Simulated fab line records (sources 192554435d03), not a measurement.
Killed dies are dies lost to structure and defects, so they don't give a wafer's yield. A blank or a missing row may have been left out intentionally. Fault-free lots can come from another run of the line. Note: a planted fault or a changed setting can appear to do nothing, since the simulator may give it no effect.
The tool behind it: which one?	flow n5 finfet	at 1 step of a route of 1938, 11 lots with 33 wafers sampled

WHAT EACH GAUGE READ, for each wafer
N5_PASSIVATION_OVL_MEAS_60.
lot	measured	on	TV_OVL (nm)
L705	day 12 22:41	overlay-01	-14 -9 -7
L708	day 13 13:04	overlay-01	-4 -3 -5
L710	day 13 23:23	overlay-01	0 -5 3
L709	day 14 02:42	overlay-01	4 10 -2
L711	day 14 05:24	overlay-01	9 4 -4
L713	day 14 13:41	overlay-01	8 1 6
L714	day 14 23:05	overlay-01	3 3 5
L723	day 17 00:36	overlay-02	11 8 11
L724	day 17 05:31	overlay-02	10 8 7
L727	day 18 21:32	overlay-01	5 12 1
L728	day 18 22:29	overlay-01	2 -1 1

WHAT TOOL EACH LOT RAN ON (gives the tool, then ch and the chambers of the sampled wafers, and finally the start)
Record: no process step prior to these readings.

WHAT THE TOOLS THEMSELVES READ (means of the sampled wafers that have a number; where no wafer has one, the mark that the record gives instead)
The record holds no such reading with a usual standard deviation.

THE ANSWER, worked out from the rows above alone
Rule: usual is defined by the lots themselves. Put in order of their means at a reading, lots are off if they are a third of the lots or fewer, leave a main group of 4 or more, and stand apart from it by a gap of 3 or more times the standard deviation of the main group's means; of several such gaps the widest counts. Not used: any main group whose means are identical at the precision the tables above print for the reading. A lot without any number at a reading at which 4 lots or more have one is off too. Any other lot the step has rows for is counted as sound. After the gauges, taken in route order, come the tools' own readings; for these a lot's mean is taken, as printed above. At the first step where some lot is off, the reading lying furthest off is the one used; lots without a number count as furthest.
Across all readings shown, no lot is off: no conclusion can be drawn from this.

WHAT HAD BEEN PUT IN BY THE SIMULATOR
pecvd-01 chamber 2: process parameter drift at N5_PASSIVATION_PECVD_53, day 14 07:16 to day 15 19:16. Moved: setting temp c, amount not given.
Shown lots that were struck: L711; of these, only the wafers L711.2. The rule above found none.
